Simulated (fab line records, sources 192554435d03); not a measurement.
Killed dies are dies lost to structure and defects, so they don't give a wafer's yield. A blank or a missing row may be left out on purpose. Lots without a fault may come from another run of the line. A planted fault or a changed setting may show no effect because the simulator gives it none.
Which of the tools did it?	flow n5_finfet	72 wafers from 24 lots sampled at 6 of the route's 1938 steps

== WHAT EACH GAUGE READ, for each wafer ==
N5_BEOL_M12_INSPECT_55: inspects for defects (darkfield). Usual: raw_defect_count reads 63 (standard deviation 24).
lot	measured	on	raw_defect_count	flag
L074	day 11 07:31	defect_inspect-02	57 31 75	
L076	day 11 04:58	defect_inspect-02	77 34 55	
L075	day 11 12:20	defect_inspect-02	74 56 82	
L077	day 11 21:23	defect_inspect-02	101 103 140	
L078	day 12 02:39	defect_inspect-01	64 24 78	
L079	day 12 11:21	defect_inspect-01	54 85 52	
L080	day 12 13:04	defect_inspect-01	101 122 139	
L081	day 12 22:31	defect_inspect-01	103 68 46	
L083	day 13 06:40	defect_inspect-01	57 47 63	
L082	day 13 06:58	defect_inspect-02	56 62 54	
L084	day 13 12:06	defect_inspect-01	57 52 68	
L085	day 14 11:07	defect_inspect-01	53 63 57	
L086	day 14 11:34	defect_inspect-02	66 62 70	
L088	day 14 12:01	defect_inspect-01	42 31 60	
L087	day 14 18:40	defect_inspect-01	62 90 57	
L091	day 14 14:29	defect_inspect-02	77 69 91	
L090	day 14 23:34	defect_inspect-01	34 34 59	
L089	day 15 01:21	defect_inspect-02	68 85 61	
L094	day 15 22:55	defect_inspect-02	43 46 63	
L092	day 16 01:52	defect_inspect-01	44 60 51	
L093	day 16 02:23	defect_inspect-01	59 54 42	
L095	day 16 02:46	defect_inspect-02	93 110 62	
L097	day 16 15:00	defect_inspect-01	51 57 54	
L096	day 16 16:39	defect_inspect-01	29 47 35	

N5_BEOL_M14_THK_MEAS_01. Usual: M14_ILD_THK gives 1114 nm (standard deviation 17).
lot	measured	on	M14_ILD_THK (nm)	flag
L074	day 11 12:23	film_metro-02	1103 1113 1128	
L076	day 11 09:47	film_metro-01	1087 1101 1106	
L075	day 11 17:17	film_metro-01	1103 1112 1126	
L077	day 12 05:37	film_metro-01	1089 1082 1104	
L078	day 12 08:47	film_metro-02	1087 1088 1121	
L079	day 12 15:53	film_metro-01	1094 1100 1128	
L080	day 12 19:37	film_metro-02	1091 1107 1118	
L081	day 13 06:09	film_metro-02	1120 1134 1162	
L083	day 13 10:56	film_metro-02	1109 1088 1111	
L082	day 13 12:11	film_metro-01	1081 1096 1117	
L084	day 13 17:46	film_metro-01	1095 1127 1111	
L085	day 14 19:08	film_metro-01	1112 1106 1095	
L086	day 14 19:52	film_metro-02	1124 1135 1137	
L088	day 14 19:58	film_metro-01	1112 1117 1127	
L087	day 14 22:43	film_metro-01	1133 1137 1132	
L091	day 14 20:31	film_metro-01	1078 1099 1104	
L090	day 15 05:20	film_metro-02	1121 1125 1122	
L089	day 15 08:14	film_metro-02	1109 1124 1139	
L094	day 16 04:44	film_metro-02	1132 1117 1133	
L092	day 16 06:26	film_metro-01	1103 1116 1142	
L093	day 16 09:39	film_metro-02	1101 1102 1130	
L095	day 16 09:35	film_metro-02	1075 1093 1115	
L097	day 16 23:25	film_metro-01	1134 1126 1132	
L096	day 16 22:28	film_metro-01	1086 1111 1116	

== EACH LOT AND THE TOOL THAT RAN IT (in order: tool; ch and the chambers of the sampled wafers; start) ==
lot	N5_BEOL_M12_DESCUM_33	N5_BEOL_M12_CMP_49	N5_BEOL_M13_DESCUM_33	N5_BEOL_M13_DEGAS_41
L074	rie_diel-02 ch 2,3, day 10 22:50	cmp-03 ch 0,3, day 11 07:04	rie_diel-04 ch 1,3, day 11 09:14	pvd_sputter-02, day 11 10:40
L076	rie_diel-03 ch 0,2, day 11 01:54	cmp-02 ch 0,1,2, day 11 04:34	rie_diel-04 ch 0,1,2, day 11 06:57	pvd_sputter-02, day 11 08:11
L075	rie_diel-03 ch 0,1,3, day 11 09:28	cmp-02 ch 0,1,3, day 11 11:52	rie_diel-04 ch 0,3, day 11 13:59	pvd_sputter-03, day 11 15:17
L077	rie_diel-06 ch 0,2,3, day 11 18:25	cmp-03 ch 0,1,3, day 11 20:59	rie_diel-04 ch 0,1,3, day 11 23:02	pvd_sputter-03, day 12 04:07
L078	rie_diel-06 ch 1,3, day 11 19:14	cmp-03 ch 0,1,2, day 12 02:17	rie_diel-05 ch 1,2,3, day 12 04:13	pvd_sputter-02, day 12 07:17
L079	rie_diel-06 ch 0,2,3, day 12 04:48	cmp-03 ch 1,2,3, day 12 10:59	rie_diel-01 ch 0,1,3, day 12 13:14	pvd_sputter-03, day 12 14:14
L080	rie_diel-06 ch 0,1,3, day 12 10:35	cmp-02 ch 0,2, day 12 12:37	rie_diel-05 ch 0,1,2, day 12 15:06	pvd_sputter-01, day 12 18:08
L081	rie_diel-06 ch 1,3, day 12 17:55	cmp-03 ch 2,3, day 12 22:05	rie_diel-01 ch 1,2,3, day 13 00:41	pvd_sputter-03, day 13 04:39
L083	rie_diel-03 ch 0,3, day 13 00:02	cmp-02 ch 0,2, day 13 06:14	rie_diel-04 ch 1,2,3, day 13 08:11	pvd_sputter-01, day 13 09:26
L082	rie_diel-06 ch 1,2, day 13 00:50	cmp-03 ch 1,2,3, day 13 06:29	rie_diel-05 ch 0,2, day 13 08:35	pvd_sputter-01, day 13 10:40
L084	rie_diel-02 ch 1,2,3, day 13 09:14	cmp-03 ch 1,2, day 13 11:41	rie_diel-05 ch 0,1, day 13 13:49	pvd_sputter-03, day 13 16:12
L085	rie_diel-02 ch 0,2,3, day 14 07:00	cmp-02 ch 0,1,2, day 14 10:40	rie_diel-05 ch 0,1,2, day 14 12:50	pvd_sputter-01, day 14 17:25
L086	rie_diel-02 ch 0,2,3, day 14 07:29	cmp-03 ch 0,1,3, day 14 11:14	rie_diel-01 ch 1,2,3, day 14 13:13	pvd_sputter-02, day 14 17:47
L088	rie_diel-02 ch 0,3, day 14 08:49	cmp-02 ch 0,2, day 14 11:35	rie_diel-05 ch 1,3, day 14 13:48	pvd_sputter-01, day 14 17:49
L087	rie_diel-02 ch 0,2, day 14 12:13	cmp-02 ch 0,1, day 14 18:11	rie_diel-04 ch 1,2, day 14 20:19	pvd_sputter-01, day 14 21:13
L091	rie_diel-03 ch 0,1, day 14 12:15	cmp-03 ch 1,3, day 14 14:03	rie_diel-01 ch 0,1, day 14 16:01	pvd_sputter-01, day 14 18:15
L090	rie_diel-02 ch 0,2, day 14 20:04	cmp-01 ch 1,2,3, day 14 23:09	rie_diel-01 ch 0,1, day 15 01:20	pvd_sputter-01, day 15 03:51
L089	rie_diel-06 ch 1,2,3, day 14 22:10	cmp-01 ch 0,3, day 15 00:54	rie_diel-01 ch 0,1,3, day 15 03:45	pvd_sputter-02, day 15 06:37
L094	rie_diel-02 ch 0,1,2, day 15 18:41	cmp-02 ch 0,1,3, day 15 22:28	rie_diel-04 ch 0,2,3, day 16 00:27	pvd_sputter-01, day 16 03:14
L092	rie_diel-02 ch 0,1,2, day 15 19:15	cmp-01 ch 1,2,3, day 16 01:27	rie_diel-01 ch 0,1,2, day 16 03:41	pvd_sputter-03, day 16 04:41
L093	rie_diel-03 ch 1,3, day 15 23:41	cmp-01 ch 0,3, day 16 01:58	rie_diel-01 ch 0,1,2, day 16 04:14	pvd_sputter-02, day 16 08:10
L095	rie_diel-03 ch 0,1, day 16 00:20	cmp-02 ch 1,2,3, day 16 02:23	rie_diel-05 ch 0,3, day 16 04:20	pvd_sputter-03, day 16 08:06
L097	rie_diel-06 ch 1,3, day 16 12:16	cmp-01 ch 0,1,3, day 16 14:36	rie_diel-05 ch 0,3, day 16 17:11	pvd_sputter-03, day 16 21:55
L096	rie_diel-02 ch 1,2,3, day 16 13:47	cmp-03 ch 0,1,2, day 16 16:17	rie_diel-01 ch 0,1,3, day 16 18:29	pvd_sputter-03, day 16 20:49
- N5_BEOL_M12_DESCUM_33: chemistry O2, time 7.9 s.
- N5_BEOL_M12_CMP_49: polishes, stops on SiOC, t overpolish 20.6 s, target thk 320 nm.
- N5_BEOL_M13_DESCUM_33: chemistry O2, time 7.9 s.
- N5_BEOL_M13_DEGAS_41: time 60 s.

== WHAT THE TOOLS THEMSELVES READ (means of the sampled wafers that have a number; where no wafer has one, the mark that the record gives instead) ==
N5_BEOL_M12_DESCUM_33. Usual: drypump_motor_current_A 5.6 A, standard deviation 0.3; o2_flow_sccm 225.0 sccm, standard deviation 0.7; oes_product_au 0.82 a.u., standard deviation 0.11; rf_vpp_V 243.0 V, standard deviation 1.4; showerhead_plenum_p_Torr 2.08 Torr, standard deviation 0.075; throttle_valve_pct 20.4 %, standard deviation 0.3.
lot	tool	drypump_motor_current_A (A)	o2_flow_sccm (sccm)	oes_product_au (a.u.)	rf_vpp_V (V)	showerhead_plenum_p_Torr (Torr)	throttle_valve_pct (%)	flag
L074	rie_diel-02	5.5	225.3	0.71	242.7	2.06	20.7	
L076	rie_diel-03	5.9	225.5	0.72	242.9	2.03	20.3	
L075	rie_diel-03	5.6	224.6	0.75	244.5	2.12	20.4	
L077	rie_diel-06	5.8	225.4	0.79	243.7	2.12	20.3	
L078	rie_diel-06	5.3	225.2	0.73	242.0	2.02	20.4	
L079	rie_diel-06	5.8	225.3	0.78	243.4	2.12	20.3	
L080	rie_diel-06	5.5	224.5	0.71	242.6	2.07	20.6	
L081	rie_diel-06	5.3	224.9	0.72	241.7	2.02	20.5	
L083	rie_diel-03	5.7	225.1	0.76	242.9	2.06	20.4	
L082	rie_diel-06	5.7	225.1	0.77	243.6	2.12	20.7	
L084	rie_diel-02	5.7	224.5	0.78	243.4	2.08	20.5	
L085	rie_diel-02	5.5	225.0	0.87	242.0	2.05	20.4	
L086	rie_diel-02	5.5	225.1	0.88	242.0	2.05	20.4	
L088	rie_diel-02	5.6	224.9	0.79	242.5	2.06	20.7	
L087	rie_diel-02	5.5	225.7	0.94	242.5	2.04	20.0	
L091	rie_diel-03	5.5	224.7	0.71	242.0	2.03	20.5	
L090	rie_diel-02	5.5	225.1	0.93	242.2	2.04	20.0	
L089	rie_diel-06	5.6	225.2	0.84	243.1	2.09	20.3	
L094	rie_diel-02	5.6	224.9	0.92	243.7	2.08	20.1	
L092	rie_diel-02	5.6	225.6	0.91	243.6	2.08	20.2	
L093	rie_diel-03	5.5	224.6	0.91	244.8	2.17	20.2	
L095	rie_diel-03	5.4	224.4	0.89	243.4	2.08	20.2	
L097	rie_diel-06	5.3	225.4	0.77	241.7	2.01	20.4	
L096	rie_diel-02	5.6	225.4	0.93	243.0	2.07	20.3	

N5_BEOL_M12_CMP_49. Usual: barrier_field_endpoint_s 30.6 s, standard deviation 0.75; motor_current_A 6.2 A, standard deviation 0.54; overpolish_run_s 20.601 s, standard deviation 0.0093; pad_life_wafers 907, standard deviation 610; retaining_ring_pressure_frac 1.000, standard deviation 0.0046.
lot	tool	barrier_field_endpoint_s (s)	motor_current_A (A)	overpolish_run_s (s)	pad_life_wafers	retaining_ring_pressure_frac	flag
L074	cmp-03	30.3	6.6	20.606	186	0.999	
L076	cmp-02	30.9	6.1	20.604	794	1.005	
L075	cmp-02	30.6	6.1	20.600	859	1.001	
L077	cmp-03	30.2	6.7	20.604	296	1.006	
L078	cmp-03	30.0	6.7	20.604	326	0.996	
L079	cmp-03	30.3	6.9	20.608	392	1.001	
L080	cmp-02	32.3	6.1	20.593	1045	0.999	
L081	cmp-03	30.2	6.8	20.600	500	0.997	
L083	cmp-02	30.2	6.2	20.609	1195	1.003	
L082	cmp-03	30.4	6.9	20.607	566	1.000	
L084	cmp-03	31.2	6.9	20.604	614	0.994	
L085	cmp-02	31.0	6.1	20.599	1405	0.999	
L086	cmp-03	30.6	6.7	20.599	813	1.000	
L088	cmp-02	31.1	5.9	20.602	1412	1.001	
L087	cmp-02	30.8	6.2	20.602	1458	1.001	
L091	cmp-03	29.7	6.9	20.607	829	1.001	
L090	cmp-01	31.0	5.9	20.609	2054	0.999	
L089	cmp-01	31.1	5.5	20.598	2066	0.997	
L094	cmp-02	30.3	5.8	20.590	1682	1.000	
L092	cmp-01	30.5	5.9	20.597	62	1.004	
L093	cmp-01	30.1	5.7	20.596	68	0.998	
L095	cmp-02	30.2	5.9	20.605	1718	0.996	
L097	cmp-01	31.2	5.5	20.596	164	1.001	
L096	cmp-03	30.7	6.5	20.592	1262	0.998	

N5_BEOL_M13_DESCUM_33. Usual: drypump_motor_current_A 5.8 A, standard deviation 0.39; o2_flow_sccm 224.9 sccm, standard deviation 0.66; oes_product_au 0.79 a.u., standard deviation 0.068; rf_vpp_V 243.4 V, standard deviation 1.4; showerhead_plenum_p_Torr 2.11 Torr, standard deviation 0.077; throttle_valve_pct 20.41 %, standard deviation 0.2.
lot	tool	drypump_motor_current_A (A)	o2_flow_sccm (sccm)	oes_product_au (a.u.)	rf_vpp_V (V)	showerhead_plenum_p_Torr (Torr)	throttle_valve_pct (%)	flag
L074	rie_diel-04	5.7	225.0	0.88	245.1	2.24	20.44	
L076	rie_diel-04	5.5	225.2	0.82	245.1	2.17	20.30	
L075	rie_diel-04	5.3	225.1	0.80	242.9	2.14	20.37	
L077	rie_diel-04	5.6	225.2	0.82	244.9	2.18	20.42	
L078	rie_diel-05	5.9	224.8	0.75	242.7	2.08	20.54	
L079	rie_diel-01	6.1	225.1	0.76	243.2	2.08	20.31	
L080	rie_diel-05	5.8	225.1	0.80	242.0	2.09	20.59	
L081	rie_diel-01	5.8	225.2	0.77	242.9	2.04	20.37	
L083	rie_diel-04	5.7	225.7	0.85	244.3	2.22	20.35	
L082	rie_diel-05	5.5	225.1	0.80	243.1	2.11	20.62	
L084	rie_diel-05	6.0	224.9	0.80	242.1	2.05	20.57	
L085	rie_diel-05	5.8	224.6	0.79	242.8	2.08	20.61	
L086	rie_diel-01	5.8	224.5	0.77	242.4	2.04	20.39	
L088	rie_diel-05	6.2	225.2	0.89	242.3	2.09	20.19	
L087	rie_diel-04	5.7	224.4	0.84	245.2	2.21	20.24	
L091	rie_diel-01	6.1	224.8	0.73	243.0	2.11	20.37	
L090	rie_diel-01	6.2	225.2	0.73	243.6	2.10	20.37	
L089	rie_diel-01	6.1	225.0	0.74	243.3	2.08	20.34	
L094	rie_diel-04	5.5	225.2	0.81	243.9	2.17	20.33	
L092	rie_diel-01	5.8	225.8	0.74	242.4	2.06	20.45	
L093	rie_diel-01	5.8	224.6	0.73	242.4	2.06	20.44	
L095	rie_diel-05	6.1	224.5	0.90	244.0	2.12	20.18	
L097	rie_diel-05	6.1	224.9	0.89	243.4	2.12	20.18	
L096	rie_diel-01	6.1	224.8	0.73	243.6	2.07	20.36	

N5_BEOL_M13_DEGAS_41. Usual: heater_power_w 324 W, standard deviation 38; susceptor_temp_C 250.02 C, standard deviation 0.17.
lot	tool	heater_power_w (W)	susceptor_temp_C (C)	flag
L074	pvd_sputter-02	273	250.09	
L076	pvd_sputter-02	305	250.13	
L075	pvd_sputter-03	297	250.02	
L077	pvd_sputter-03	309	249.92	
L078	pvd_sputter-02	303	250.07	
L079	pvd_sputter-03	349	249.92	
L080	pvd_sputter-01	321	250.04	
L081	pvd_sputter-03	309	249.89	
L083	pvd_sputter-01	342	250.16	
L082	pvd_sputter-01	326	249.86	
L084	pvd_sputter-03	308	250.22	
L085	pvd_sputter-01	329	250.02	
L086	pvd_sputter-02	340	250.23	
L088	pvd_sputter-01	325	250.08	
L087	pvd_sputter-01	330	249.89	
L091	pvd_sputter-01	321	250.03	
L090	pvd_sputter-01	326	250.09	
L089	pvd_sputter-02	340	250.26	
L094	pvd_sputter-01	333	250.03	
L092	pvd_sputter-03	312	250.05	
L093	pvd_sputter-02	312	249.93	
L095	pvd_sputter-03	315	249.96	
L097	pvd_sputter-03	304	249.92	
L096	pvd_sputter-03	317	249.91	

== THE ANSWER, worked out from the rows above alone ==
Rule: a lot counts as off when the mean over its wafers that have a number is more than 3 standard deviations away from the usual mean. A lot without any number at a reading at which 4 lots or more have one is off too. Any other lot the step has rows for is counted as sound. First the gauges in route order, then the tools' own readings, where a lot's mean is used as printed above. At the first step where some lot is off, the reading lying furthest off is the one used; lots without a number count as furthest.
Nothing can be told from this: no lot is off at any reading shown.

== WHAT THE SIMULATOR PUT IN ==
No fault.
